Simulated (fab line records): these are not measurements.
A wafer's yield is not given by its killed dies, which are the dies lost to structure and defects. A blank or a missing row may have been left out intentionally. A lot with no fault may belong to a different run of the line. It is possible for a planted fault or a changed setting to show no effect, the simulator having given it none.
fab line records / flow n5_finfet
[record] lots = 11 wafers = 30 last_day = 18
route steps=1938 shown MIM_TOP@1838 MIM_TOP_ETCH@1852 MIM_BOT_ETCH@1867
lots with no fault: from the same line, run without faults
start_h: hours from the record's opening day to when the first of the lot's shown wafers began / wait_h: hours elapsed since this lot's preceding step / " same as the row above / L1.1+2: several wafers, shown together as one row / - value missing, or start not given / * or withheld: withheld / < > ~ a bound
route shown NAME@n: a module of which the file shows steps, and the number in the route of the first / usual: the fault-free wafers' mean and standard deviation / same: alike in all rows / chamber/n: place in a boat / sites: the reading at each site / _std_site: how widely they spread, as a standard deviation / _edge_site: the outer-site mean with the inner-site mean subtracted / radius_mm: for every site, how far away it sits from the centre of the wafer / mask NAME#n: copy n / behind: the most recent tool/chamber to have shaped the wafer / hold: why the lot was held/for how many hours/how that ended / device: the transistor (n, p or np) that didn't switch / end of line: at the end of the route, the tests of the same wafers / step lacking rows: just its recipe / killed: dies lost to structure and defects at the first sort, not the wafer's yield / map: the dies of a wafer, with x for killed, . for not killed, _ for no die there
set.NAME: the setting the step ran with; set.NAME@STEP: the setting that earlier step ran with / model.NAME: the simulator's own value behind a step, which no gauge read
the route's steps for a sample of lots (tables are steps, rows are wafers)
services: from which hour (start_h, from the record's first day; less than 0 if before it) a tool's chamber was out of use, for how many hours, and why
[[steps]]
[step N5_MIM_TOP_SPUTTER_03]
[recipe] material = TiN target_thk_a = 350 temp_c = 200 power_w = 3000 chamber_pressure_pa = 0.49996 gas = Ar reactive_partial_pa = 0.37997 time_s = 89.7
[usual] cathode_dc_power_W = 2999.9/0.56 throttle_valve_pct = 29.7/1
lot.wafer=L460.2 tool=pvd_sputter-01 chamber=- start_h=282.02 wait_h=0.0 cathode_dc_power_W=2999.6 throttle_valve_pct=30.8
lot.wafer=L460.4 tool=pvd_sputter-01 chamber=- start_h=282.02 wait_h=0.0 cathode_dc_power_W=2998.8 throttle_valve_pct=32.1
lot.wafer=L460.6 tool=pvd_sputter-01 chamber=- start_h=282.02 wait_h=0.0 cathode_dc_power_W=3000.6 throttle_valve_pct=31.2
lot.wafer=L463.1 tool=pvd_sputter-01 chamber=- start_h=292.12 wait_h=0.0 cathode_dc_power_W=3000.2 throttle_valve_pct=31.0
lot.wafer=L463.2 tool=pvd_sputter-01 chamber=- start_h=292.12 wait_h=0.0 cathode_dc_power_W=2999.3 throttle_valve_pct=29.0
lot.wafer=L463.5 tool=pvd_sputter-01 chamber=- start_h=292.12 wait_h=0.0 cathode_dc_power_W=3000.1 throttle_valve_pct=28.9
lot.wafer=L464.1 tool=pvd_sputter-02 chamber=- start_h=307.73 wait_h=0.0 cathode_dc_power_W=3000.2 throttle_valve_pct=29.1
lot.wafer=L464.3 tool=pvd_sputter-02 chamber=- start_h=307.73 wait_h=0.0 cathode_dc_power_W=3000.0 throttle_valve_pct=28.3
lot.wafer=L466.2 tool=pvd_sputter-03 chamber=- start_h=311.60 wait_h=0.0 cathode_dc_power_W=3000.6 throttle_valve_pct=30.3
lot.wafer=L466.3 tool=pvd_sputter-03 chamber=- start_h=311.60 wait_h=0.0 cathode_dc_power_W=3001.4 throttle_valve_pct=29.3
lot.wafer=L466.4 tool=pvd_sputter-03 chamber=- start_h=311.60 wait_h=0.0 cathode_dc_power_W=2999.9 throttle_valve_pct=29.0
lot.wafer=L467.4 tool=pvd_sputter-01 chamber=- start_h=313.61 wait_h=0.0 cathode_dc_power_W=2999.5 throttle_valve_pct=31.9
lot.wafer=L467.6 tool=pvd_sputter-01 chamber=- start_h=313.61 wait_h=0.0 cathode_dc_power_W=3000.4 throttle_valve_pct=29.1
lot.wafer=L477.2 tool=pvd_sputter-03 chamber=- start_h=358.33 wait_h=0.0 cathode_dc_power_W=2999.7 throttle_valve_pct=30.0
lot.wafer=L477.6 tool=pvd_sputter-03 chamber=- start_h=358.33 wait_h=0.0 cathode_dc_power_W=2999.2 throttle_valve_pct=29.5
lot.wafer=L474.1 tool=pvd_sputter-02 chamber=- start_h=358.51 wait_h=0.0 cathode_dc_power_W=3000.4 throttle_valve_pct=28.8
lot.wafer=L474.2 tool=pvd_sputter-02 chamber=- start_h=358.51 wait_h=0.0 cathode_dc_power_W=2999.7 throttle_valve_pct=28.0
lot.wafer=L474.6 tool=pvd_sputter-02 chamber=- start_h=358.51 wait_h=0.0 cathode_dc_power_W=3000.7 throttle_valve_pct=29.4
lot.wafer=L476.1 tool=pvd_sputter-03 chamber=- start_h=375.51 wait_h=0.0 cathode_dc_power_W=3001.0 throttle_valve_pct=30.5
lot.wafer=L476.4 tool=pvd_sputter-03 chamber=- start_h=375.51 wait_h=0.0 cathode_dc_power_W=3000.5 throttle_valve_pct=30.4
lot.wafer=L476.5 tool=pvd_sputter-03 chamber=- start_h=375.51 wait_h=0.0 cathode_dc_power_W=2999.8 throttle_valve_pct=30.5
lot.wafer=L479.2 tool=pvd_sputter-01 chamber=- start_h=393.60 wait_h=0.0 cathode_dc_power_W=2999.6 throttle_valve_pct=30.6
lot.wafer=L479.3 tool=pvd_sputter-01 chamber=- start_h=393.60 wait_h=0.0 cathode_dc_power_W=3000.1 throttle_valve_pct=29.8
lot.wafer=L479.4 tool=pvd_sputter-01 chamber=- start_h=393.60 wait_h=0.0 cathode_dc_power_W=2999.1 throttle_valve_pct=32.1
lot.wafer=L482.2 tool=pvd_sputter-02 chamber=- start_h=396.81 wait_h=0.0 cathode_dc_power_W=2999.3 throttle_valve_pct=28.0
lot.wafer=L482.4 tool=pvd_sputter-02 chamber=- start_h=396.81 wait_h=0.0 cathode_dc_power_W=2998.7 throttle_valve_pct=29.5
lot.wafer=L482.5 tool=pvd_sputter-02 chamber=- start_h=396.81 wait_h=0.0 cathode_dc_power_W=3000.5 throttle_valve_pct=28.3
lot.wafer=L481.3 tool=pvd_sputter-03 chamber=- start_h=407.86 wait_h=0.0 cathode_dc_power_W=2999.5 throttle_valve_pct=29.1
lot.wafer=L481.4 tool=pvd_sputter-03 chamber=- start_h=407.86 wait_h=0.0 cathode_dc_power_W=2999.8 throttle_valve_pct=30.4
lot.wafer=L481.5 tool=pvd_sputter-03 chamber=- start_h=407.86 wait_h=0.0 cathode_dc_power_W=2999.4 throttle_valve_pct=29.1
[step N5_MIM_TOP_ETCH_STRIP_01]
[recipe] chemistry = O2 power_w = 600 temp_c = 60 pressure_mtorr = 30 rf_frequency_hz = 6e+07 bias_power_w = 0 overash_fraction = 0.5 o2_flow_sccm = 225
[usual] drypump_motor_current_A = 5.6/0.43 oes_product_au = 0.79/0.074 rf_vpp_V = 3.6/1.4 showerhead_plenum_p_Torr = 2.09/0.081 throttle_valve_pct = 16.7/0.31
lot.wafer=L460.2 tool=rie_diel-05 chamber=3 start_h=282.80 wait_h=0.2 drypump_motor_current_A=5.4 oes_product_au=0.79 rf_hours_counter_h=108 rf_vpp_V=2.3 showerhead_plenum_p_Torr=2.12 throttle_valve_pct=16.9
lot.wafer=L460.4 tool=rie_diel-05 chamber=1 start_h=282.80 wait_h=0.2 drypump_motor_current_A=5.5 oes_product_au=0.72 rf_hours_counter_h=- rf_vpp_V=3.1 showerhead_plenum_p_Torr=2.01 throttle_valve_pct=16.6
lot.wafer=L460.6 tool=rie_diel-05 chamber=3 start_h=282.80 wait_h=0.2 drypump_motor_current_A=5.4 oes_product_au=0.80 rf_hours_counter_h=- rf_vpp_V=3.0 showerhead_plenum_p_Torr=2.12 throttle_valve_pct=16.9
lot.wafer=L463.1 tool=rie_diel-03 chamber=1 start_h=292.90 wait_h=0.1 drypump_motor_current_A=4.9 oes_product_au=0.88 rf_hours_counter_h=41 rf_vpp_V=4.3 showerhead_plenum_p_Torr=2.14 throttle_valve_pct=16.6
lot.wafer=L463.2 tool=rie_diel-03 chamber=0 start_h=292.90 wait_h=0.1 drypump_motor_current_A=5.8 oes_product_au=0.69 rf_hours_counter_h=210 rf_vpp_V=5.6 showerhead_plenum_p_Torr=2.19 throttle_valve_pct=17.3
lot.wafer=L463.5 tool=rie_diel-03 chamber=0 start_h=292.90 wait_h=0.1 drypump_motor_current_A=5.8 oes_product_au=0.68 rf_hours_counter_h=- rf_vpp_V=4.4 showerhead_plenum_p_Torr=2.19 throttle_valve_pct=17.3
lot.wafer=L464.1 tool=rie_diel-04 chamber=3 start_h=308.43 wait_h=0.1 drypump_motor_current_A=5.4 oes_product_au=0.82 rf_hours_counter_h=74 rf_vpp_V=3.5 showerhead_plenum_p_Torr=2.23 throttle_valve_pct=16.3
lot.wafer=L464.3 tool=rie_diel-04 chamber=2 start_h=308.43 wait_h=0.1 drypump_motor_current_A=5.0 oes_product_au=0.70 rf_hours_counter_h=215 rf_vpp_V=3.7 showerhead_plenum_p_Torr=1.98 throttle_valve_pct=16.7
lot.wafer=L466.2 tool=rie_diel-05 chamber=1 start_h=312.37 wait_h=0.2 drypump_motor_current_A=5.5 oes_product_au=0.73 rf_hours_counter_h=203 rf_vpp_V=4.2 showerhead_plenum_p_Torr=2.01 throttle_valve_pct=16.6
lot.wafer=L466.3 tool=rie_diel-05 chamber=3 start_h=312.37 wait_h=0.2 drypump_motor_current_A=5.4 oes_product_au=0.79 rf_hours_counter_h=112 rf_vpp_V=2.3 showerhead_plenum_p_Torr=2.12 throttle_valve_pct=16.9
lot.wafer=L466.4 tool=rie_diel-05 chamber=0 start_h=312.37 wait_h=0.2 drypump_motor_current_A=6.0 oes_product_au=0.85 rf_hours_counter_h=68 rf_vpp_V=6.6 showerhead_plenum_p_Torr=2.04 throttle_valve_pct=16.3
lot.wafer=L467.4 tool=rie_diel-05 chamber=0 start_h=315.05 wait_h=0.1 drypump_motor_current_A=6.0 oes_product_au=0.86 rf_hours_counter_h=69 rf_vpp_V=2.0 showerhead_plenum_p_Torr=2.04 throttle_valve_pct=16.3
lot.wafer=L467.6 tool=rie_diel-05 chamber=2 start_h=315.05 wait_h=0.1 drypump_motor_current_A=5.8 oes_product_au=0.70 rf_hours_counter_h=- rf_vpp_V=3.0 showerhead_plenum_p_Torr=2.11 throttle_valve_pct=17.0
lot.wafer=L477.2 tool=rie_diel-05 chamber=2 start_h=359.04 wait_h=0.1 drypump_motor_current_A=5.8 oes_product_au=0.71 rf_hours_counter_h=192 rf_vpp_V=3.8 showerhead_plenum_p_Torr=2.10 throttle_valve_pct=17.0
lot.wafer=L477.6 tool=rie_diel-05 chamber=1 start_h=359.04 wait_h=0.1 drypump_motor_current_A=5.5 oes_product_au=0.71 rf_hours_counter_h=- rf_vpp_V=3.0 showerhead_plenum_p_Torr=2.00 throttle_valve_pct=16.6
lot.wafer=L474.1 tool=rie_diel-04 chamber=2 start_h=359.42 wait_h=0.2 drypump_motor_current_A=5.0 oes_product_au=0.69 rf_hours_counter_h=226 rf_vpp_V=2.7 showerhead_plenum_p_Torr=1.98 throttle_valve_pct=16.7
lot.wafer=L474.2 tool=rie_diel-04 chamber=3 start_h=359.42 wait_h=0.2 drypump_motor_current_A=5.4 oes_product_au=0.79 rf_hours_counter_h=91 rf_vpp_V=2.9 showerhead_plenum_p_Torr=2.22 throttle_valve_pct=16.2
lot.wafer=L474.6 tool=rie_diel-04 chamber=2 start_h=359.42 wait_h=0.2 drypump_motor_current_A=5.0 oes_product_au=0.71 rf_hours_counter_h=- rf_vpp_V=3.3 showerhead_plenum_p_Torr=1.98 throttle_valve_pct=16.7
lot.wafer=L476.1 tool=rie_diel-03 chamber=1 start_h=376.34 wait_h=0.1 drypump_motor_current_A=4.9 oes_product_au=0.84 rf_hours_counter_h=69 rf_vpp_V=2.9 showerhead_plenum_p_Torr=2.13 throttle_valve_pct=16.6
lot.wafer=L476.4 tool=rie_diel-03 chamber=0 start_h=376.34 wait_h=0.1 drypump_motor_current_A=5.7 oes_product_au=0.65 rf_hours_counter_h=238 rf_vpp_V=4.6 showerhead_plenum_p_Torr=2.18 throttle_valve_pct=17.3
lot.wafer=L476.5 tool=rie_diel-03 chamber=3 start_h=376.34 wait_h=0.1 drypump_motor_current_A=5.9 oes_product_au=0.82 rf_hours_counter_h=- rf_vpp_V=5.4 showerhead_plenum_p_Torr=2.11 throttle_valve_pct=16.6
lot.wafer=L479.2 tool=rie_diel-05 chamber=1 start_h=394.46 wait_h=0.1 drypump_motor_current_A=5.5 oes_product_au=0.70 rf_hours_counter_h=227 rf_vpp_V=5.0 showerhead_plenum_p_Torr=2.00 throttle_valve_pct=16.7
lot.wafer=L479.3 tool=rie_diel-05 chamber=0 start_h=394.46 wait_h=0.1 drypump_motor_current_A=6.1 oes_product_au=0.86 rf_hours_counter_h=92 rf_vpp_V=2.4 showerhead_plenum_p_Torr=2.04 throttle_valve_pct=16.3
lot.wafer=L479.4 tool=rie_diel-05 chamber=3 start_h=394.46 wait_h=0.1 drypump_motor_current_A=5.4 oes_product_au=0.78 rf_hours_counter_h=134 rf_vpp_V=4.4 showerhead_plenum_p_Torr=2.11 throttle_valve_pct=17.0
lot.wafer=L482.2 tool=rie_diel-04 chamber=2 start_h=397.53 wait_h=0.1 drypump_motor_current_A=5.0 oes_product_au=0.70 rf_hours_counter_h=233 rf_vpp_V=3.3 showerhead_plenum_p_Torr=1.98 throttle_valve_pct=16.8
lot.wafer=L482.4 tool=rie_diel-04 chamber=3 start_h=397.53 wait_h=0.1 drypump_motor_current_A=5.4 oes_product_au=0.81 rf_hours_counter_h=104 rf_vpp_V=3.3 showerhead_plenum_p_Torr=2.22 throttle_valve_pct=16.3
lot.wafer=L482.5 tool=rie_diel-04 chamber=2 start_h=397.53 wait_h=0.1 drypump_motor_current_A=5.0 oes_product_au=0.70 rf_hours_counter_h=- rf_vpp_V=9.1 showerhead_plenum_p_Torr=1.98 throttle_valve_pct=16.8
lot.wafer=L481.3 tool=rie_diel-05 chamber=3 start_h=408.57 wait_h=0.1 drypump_motor_current_A=5.5 oes_product_au=0.77 rf_hours_counter_h=138 rf_vpp_V=2.2 showerhead_plenum_p_Torr=2.11 throttle_valve_pct=16.9
lot.wafer=L481.4 tool=rie_diel-05 chamber=0 start_h=408.57 wait_h=0.1 drypump_motor_current_A=6.1 oes_product_au=0.84 rf_hours_counter_h=95 rf_vpp_V=3.7 showerhead_plenum_p_Torr=2.03 throttle_valve_pct=16.4
lot.wafer=L481.5 tool=rie_diel-05 chamber=3 start_h=408.57 wait_h=0.1 drypump_motor_current_A=5.5 oes_product_au=0.78 rf_hours_counter_h=- rf_vpp_V=3.0 showerhead_plenum_p_Torr=2.11 throttle_valve_pct=17.0
[step N5_MIM_TOP_ETCH_PECVD_03]
[recipe] material = SiNx target_thk_a = 200 temp_c = 400 precursor = SiH4/NH3/N2 pressure_torr = 1.5 rf_w = 300 time_s = 17.6
[usual] heater_power_w = 798/140 showerhead_plenum_p_Torr = 5.12/0.033 throttle_valve_pct = 39.6/1.7
lot.wafer=L460.2 tool=pecvd-01 chamber=0 start_h=282.87 wait_h=- heater_power_w=894 showerhead_plenum_p_Torr=5.16 throttle_valve_pct=41.1
lot.wafer=L460.4 tool=pecvd-01 chamber=1 start_h=282.87 wait_h=- heater_power_w=1030 showerhead_plenum_p_Torr=5.05 throttle_valve_pct=41.0
lot.wafer=L460.6 tool=pecvd-01 chamber=2 start_h=282.87 wait_h=- heater_power_w=1065 showerhead_plenum_p_Torr=5.12 throttle_valve_pct=37.8
lot.wafer=L463.1 tool=pecvd-04 chamber=1 start_h=292.96 wait_h=- heater_power_w=566 showerhead_plenum_p_Torr=5.12 throttle_valve_pct=39.2
lot.wafer=L463.2 tool=pecvd-04 chamber=2 start_h=292.96 wait_h=- heater_power_w=773 showerhead_plenum_p_Torr=5.10 throttle_valve_pct=37.4
lot.wafer=L463.5 tool=pecvd-04 chamber=1 start_h=292.96 wait_h=- heater_power_w=564 showerhead_plenum_p_Torr=5.12 throttle_valve_pct=39.6
lot.wafer=L464.1 tool=pecvd-04 chamber=1 start_h=308.52 wait_h=- heater_power_w=572 showerhead_plenum_p_Torr=5.13 throttle_valve_pct=39.8
lot.wafer=L464.3 tool=pecvd-04 chamber=0 start_h=308.52 wait_h=- heater_power_w=741 showerhead_plenum_p_Torr=5.10 throttle_valve_pct=40.5
lot.wafer=L466.2 tool=pecvd-02 chamber=2 start_h=312.44 wait_h=- heater_power_w=686 showerhead_plenum_p_Torr=5.15 throttle_valve_pct=37.0
lot.wafer=L466.3 tool=pecvd-02 chamber=0 start_h=312.44 wait_h=- heater_power_w=658 showerhead_plenum_p_Torr=5.11 throttle_valve_pct=39.7
lot.wafer=L466.4 tool=pecvd-02 chamber=0 start_h=312.44 wait_h=- heater_power_w=671 showerhead_plenum_p_Torr=5.12 throttle_valve_pct=39.4
lot.wafer=L467.4 tool=pecvd-01 chamber=0 start_h=315.13 wait_h=- heater_power_w=938 showerhead_plenum_p_Torr=5.17 throttle_valve_pct=41.1
lot.wafer=L467.6 tool=pecvd-01 chamber=1 start_h=315.13 wait_h=- heater_power_w=1032 showerhead_plenum_p_Torr=5.05 throttle_valve_pct=40.9
lot.wafer=L477.2 tool=pecvd-04 chamber=1 start_h=359.10 wait_h=- heater_power_w=554 showerhead_plenum_p_Torr=5.11 throttle_valve_pct=39.6
lot.wafer=L477.6 tool=pecvd-04 chamber=1 start_h=359.10 wait_h=- heater_power_w=554 showerhead_plenum_p_Torr=5.12 throttle_valve_pct=39.4
lot.wafer=L474.1 tool=pecvd-01 chamber=2 start_h=359.48 wait_h=- heater_power_w=1050 showerhead_plenum_p_Torr=5.10 throttle_valve_pct=37.8
lot.wafer=L474.2 tool=pecvd-01 chamber=0 start_h=359.48 wait_h=- heater_power_w=872 showerhead_plenum_p_Torr=5.19 throttle_valve_pct=41.1
lot.wafer=L474.6 tool=pecvd-01 chamber=2 start_h=359.48 wait_h=- heater_power_w=1076 showerhead_plenum_p_Torr=5.10 throttle_valve_pct=38.1
lot.wafer=L476.1 tool=pecvd-02 chamber=1 start_h=376.41 wait_h=- heater_power_w=650 showerhead_plenum_p_Torr=5.13 throttle_valve_pct=42.0
lot.wafer=L476.4 tool=pecvd-02 chamber=1 start_h=376.41 wait_h=- heater_power_w=663 showerhead_plenum_p_Torr=5.13 throttle_valve_pct=42.0
lot.wafer=L476.5 tool=pecvd-02 chamber=2 start_h=376.41 wait_h=- heater_power_w=723 showerhead_plenum_p_Torr=5.14 throttle_valve_pct=37.3
lot.wafer=L479.2 tool=pecvd-04 chamber=1 start_h=394.52 wait_h=- heater_power_w=569 showerhead_plenum_p_Torr=5.13 throttle_valve_pct=39.5
lot.wafer=L479.3 tool=pecvd-04 chamber=2 start_h=394.52 wait_h=- heater_power_w=722 showerhead_plenum_p_Torr=5.12 throttle_valve_pct=37.7
lot.wafer=L479.4 tool=pecvd-04 chamber=1 start_h=394.52 wait_h=- heater_power_w=589 showerhead_plenum_p_Torr=5.12 throttle_valve_pct=39.5
lot.wafer=L482.2 tool=pecvd-02 chamber=0 start_h=397.59 wait_h=- heater_power_w=627 showerhead_plenum_p_Torr=5.12 throttle_valve_pct=39.8
lot.wafer=L482.4 tool=pecvd-02 chamber=0 start_h=397.59 wait_h=- heater_power_w=617 showerhead_plenum_p_Torr=5.12 throttle_valve_pct=39.7
lot.wafer=L482.5 tool=pecvd-02 chamber=1 start_h=397.59 wait_h=- heater_power_w=656 showerhead_plenum_p_Torr=5.13 throttle_valve_pct=42.2
lot.wafer=L481.3 tool=pecvd-02 chamber=0 start_h=408.64 wait_h=- heater_power_w=723 showerhead_plenum_p_Torr=5.11 throttle_valve_pct=39.4
lot.wafer=L481.4 tool=pecvd-02 chamber=1 start_h=408.64 wait_h=- heater_power_w=655 showerhead_plenum_p_Torr=5.13 throttle_valve_pct=42.1
lot.wafer=L481.5 tool=pecvd-02 chamber=2 start_h=408.64 wait_h=- heater_power_w=747 showerhead_plenum_p_Torr=5.15 throttle_valve_pct=37.0
[step N5_MIM_BOT_ETCH_ETCH_03]
[recipe] chemistry = Cl2/BCl3 target_depth_a = 120 pressure_mtorr = 8 icp_w = 800 bias_w = 100 Cl2_flow_sccm = 20 bcl3_flow_sccm = 80
[usual] drypump_motor_current_A = 5.79/0.2 oes_product_au = 0.75/0.05 throttle_valve_pct = 27.6/0.34
lot.wafer=L460.2 tool=rie_metal-01 chamber=0 start_h=283.59 wait_h=0.1 drypump_motor_current_A=5.81 oes_product_au=0.75 rf_hours_counter_h=51 throttle_valve_pct=27.2
lot.wafer=L460.4 tool=rie_metal-01 chamber=1 start_h=283.59 wait_h=0.1 drypump_motor_current_A=5.83 oes_product_au=0.75 rf_hours_counter_h=- throttle_valve_pct=28.1
lot.wafer=L460.6 tool=rie_metal-01 chamber=0 start_h=283.59 wait_h=0.1 drypump_motor_current_A=5.80 oes_product_au=0.73 rf_hours_counter_h=- throttle_valve_pct=27.2
lot.wafer=L463.1 tool=rie_metal-02 chamber=1 start_h=293.91 wait_h=0.1 drypump_motor_current_A=5.46 oes_product_au=0.74 rf_hours_counter_h=50 throttle_valve_pct=27.3
lot.wafer=L463.2 tool=rie_metal-02 chamber=0 start_h=293.91 wait_h=0.1 drypump_motor_current_A=5.62 oes_product_au=0.76 rf_hours_counter_h=39 throttle_valve_pct=27.4
lot.wafer=L463.5 tool=rie_metal-02 chamber=0 start_h=293.91 wait_h=0.1 drypump_motor_current_A=5.64 oes_product_au=0.76 rf_hours_counter_h=- throttle_valve_pct=27.4
lot.wafer=L464.1 tool=rie_metal-02 chamber=0 start_h=309.14 wait_h=0.1 drypump_motor_current_A=5.63 oes_product_au=0.76 rf_hours_counter_h=40 throttle_valve_pct=27.4
lot.wafer=L464.3 tool=rie_metal-02 chamber=1 start_h=309.14 wait_h=0.1 drypump_motor_current_A=5.46 oes_product_au=0.94 rf_hours_counter_h=- throttle_valve_pct=27.3
lot.wafer=L466.2 tool=rie_metal-01 chamber=1 start_h=313.16 wait_h=0.1 drypump_motor_current_A=5.84 oes_product_au=0.75 rf_hours_counter_h=51 throttle_valve_pct=28.1
lot.wafer=L466.3 tool=rie_metal-01 chamber=0 start_h=313.16 wait_h=0.1 drypump_motor_current_A=5.85 oes_product_au=0.73 rf_hours_counter_h=- throttle_valve_pct=27.2
lot.wafer=L466.4 tool=rie_metal-01 chamber=1 start_h=313.16 wait_h=0.1 drypump_motor_current_A=5.82 oes_product_au=0.74 rf_hours_counter_h=- throttle_valve_pct=28.1
lot.wafer=L467.4 tool=rie_metal-02 chamber=0 start_h=315.86 wait_h=0.1 drypump_motor_current_A=5.65 oes_product_au=0.75 rf_hours_counter_h=- throttle_valve_pct=27.4
lot.wafer=L467.6 tool=rie_metal-02 chamber=1 start_h=315.86 wait_h=0.1 drypump_motor_current_A=5.46 oes_product_au=0.94 rf_hours_counter_h=- throttle_valve_pct=27.3
lot.wafer=L477.2 tool=rie_metal-03 chamber=0 start_h=359.71 wait_h=0.1 drypump_motor_current_A=6.00 oes_product_au=0.70 rf_hours_counter_h=74 throttle_valve_pct=27.3
lot.wafer=L477.6 tool=rie_metal-03 chamber=0 start_h=359.71 wait_h=0.1 drypump_motor_current_A=5.99 oes_product_au=0.69 rf_hours_counter_h=- throttle_valve_pct=27.4
lot.wafer=L474.1 tool=rie_metal-03 chamber=0 start_h=360.20 wait_h=0.1 drypump_motor_current_A=6.03 oes_product_au=0.70 rf_hours_counter_h=74 throttle_valve_pct=27.4
lot.wafer=L474.2 tool=rie_metal-03 chamber=1 start_h=360.20 wait_h=0.1 drypump_motor_current_A=6.07 oes_product_au=0.85 rf_hours_counter_h=18 throttle_valve_pct=28.0
lot.wafer=L474.6 tool=rie_metal-03 chamber=1 start_h=360.20 wait_h=0.1 drypump_motor_current_A=6.08 oes_product_au=0.85 rf_hours_counter_h=- throttle_valve_pct=27.9
lot.wafer=L476.1 tool=rie_metal-01 chamber=1 start_h=377.00 wait_h=0.1 drypump_motor_current_A=5.83 oes_product_au=0.74 rf_hours_counter_h=57 throttle_valve_pct=28.1
lot.wafer=L476.4 tool=rie_metal-01 chamber=1 start_h=377.00 wait_h=0.1 drypump_motor_current_A=5.80 oes_product_au=0.73 rf_hours_counter_h=- throttle_valve_pct=28.1
lot.wafer=L476.5 tool=rie_metal-01 chamber=0 start_h=377.00 wait_h=0.1 drypump_motor_current_A=5.81 oes_product_au=0.72 rf_hours_counter_h=- throttle_valve_pct=27.2
lot.wafer=L479.2 tool=rie_metal-03 chamber=0 start_h=395.34 wait_h=0.1 drypump_motor_current_A=6.01 oes_product_au=0.69 rf_hours_counter_h=78 throttle_valve_pct=27.4
lot.wafer=L479.3 tool=rie_metal-03 chamber=1 start_h=395.34 wait_h=0.1 drypump_motor_current_A=6.04 oes_product_au=0.84 rf_hours_counter_h=- throttle_valve_pct=27.9
lot.wafer=L479.4 tool=rie_metal-03 chamber=0 start_h=395.34 wait_h=0.1 drypump_motor_current_A=6.02 oes_product_au=0.69 rf_hours_counter_h=- throttle_valve_pct=27.4
lot.wafer=L482.2 tool=rie_metal-03 chamber=1 start_h=398.19 wait_h=0.1 drypump_motor_current_A=6.04 oes_product_au=0.84 rf_hours_counter_h=22 throttle_valve_pct=27.9
lot.wafer=L482.4 tool=rie_metal-03 chamber=1 start_h=398.19 wait_h=0.1 drypump_motor_current_A=6.04 oes_product_au=0.84 rf_hours_counter_h=- throttle_valve_pct=27.9
lot.wafer=L482.5 tool=rie_metal-03 chamber=1 start_h=398.19 wait_h=0.1 drypump_motor_current_A=6.03 oes_product_au=0.85 rf_hours_counter_h=- throttle_valve_pct=28.0
lot.wafer=L481.3 tool=rie_metal-01 chamber=0 start_h=409.39 wait_h=0.1 drypump_motor_current_A=5.86 oes_product_au=0.72 rf_hours_counter_h=- throttle_valve_pct=27.3
lot.wafer=L481.4 tool=rie_metal-01 chamber=1 start_h=409.39 wait_h=0.1 drypump_motor_current_A=5.79 oes_product_au=0.71 rf_hours_counter_h=- throttle_valve_pct=28.1
lot.wafer=L481.5 tool=rie_metal-01 chamber=1 start_h=409.39 wait_h=0.1 drypump_motor_current_A=5.75 oes_product_au=0.72 rf_hours_counter_h=- throttle_valve_pct=28.1
[[services]]
tool=rie_diel-05 chamber=- start_h=265.91 hours=4.3 kind=pm
tool=pecvd-01 chamber=- start_h=266.59 hours=2.8 kind=pm
tool=rie_metal-02 chamber=0 start_h=279.63 hours=9.4 kind=repair
tool=rie_diel-05 chamber=- start_h=283.06 hours=1.3 kind=repair
tool=rie_diel-03 chamber=2 start_h=284.87 hours=- kind=clean
tool=rie_diel-03 chamber=2 start_h=284.87 hours=- kind=consumable_replace:focus_ring
tool=rie_diel-03 chamber=2 start_h=284.87 hours=- kind=consumable_replace:showerhead
tool=rie_diel-03 chamber=2 start_h=284.87 hours=22.5 kind=scheduled_down
tool=pecvd-04 chamber=0 start_h=287.85 hours=5.5 kind=scheduled_down
tool=rie_diel-04 chamber=2 start_h=310.40 hours=11.5 kind=repair
tool=rie_metal-01 chamber=- start_h=340.25 hours=9.7 kind=repair
tool=pecvd-04 chamber=- start_h=348.20 hours=2.8 kind=pm
tool=pecvd-02 chamber=1 start_h=357.92 hours=2.1 kind=scheduled_down
tool=rie_diel-05 chamber=0 start_h=359.28 hours=1.5 kind=repair
tool=pecvd-01 chamber=1 start_h=365.10 hours=21.0 kind=repair
tool=pvd_sputter-02 chamber=- start_h=366.38 hours=0.7 kind=repair
tool=rie_diel-05 chamber=3 start_h=373.86 hours=6.3 kind=repair
tool=rie_diel-04 chamber=2 start_h=377.70 hours=15.9 kind=repair
tool=pecvd-02 chamber=2 start_h=378.34 hours=2.1 kind=scheduled_down
tool=rie_diel-03 chamber=3 start_h=383.78 hours=2.1 kind=repair
tool=pecvd-01 chamber=1 start_h=390.38 hours=8.5 kind=repair
tool=pecvd-01 chamber=2 start_h=390.56 hours=2.1 kind=scheduled_down
tool=rie_diel-03 chamber=0 start_h=402.34 hours=8.1 kind=repair
tool=pecvd-01 chamber=0 start_h=408.59 hours=2.1 kind=scheduled_down
[[key]]
[first_sign] step = N5_MIM_BOT_ETCH_ETCH_03 reading = oes_product_au direction = up sigmas = 3.8 usual = 0.75 struck = 0.94
effect none on later readings
met_at N5_MIM_BOT_ETCH_ETCH_03
struck_lots L464,L467
struck_wafers L464.3,L467.6
not_acting_at N5_MIM_TOP_SPUTTER_03,N5_MIM_TOP_ETCH_STRIP_01,N5_MIM_TOP_ETCH_PECVD_03
onset_between 293.91 309.14
[fault] kind = process_parameter_drift tool = rie_metal-02 chamber = - onset_h = 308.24 steps = N5_MIM_BOT_ETCH_ETCH_03 channel = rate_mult offset = 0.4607 shape = step end_h = 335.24 scope = struck_wafers_only
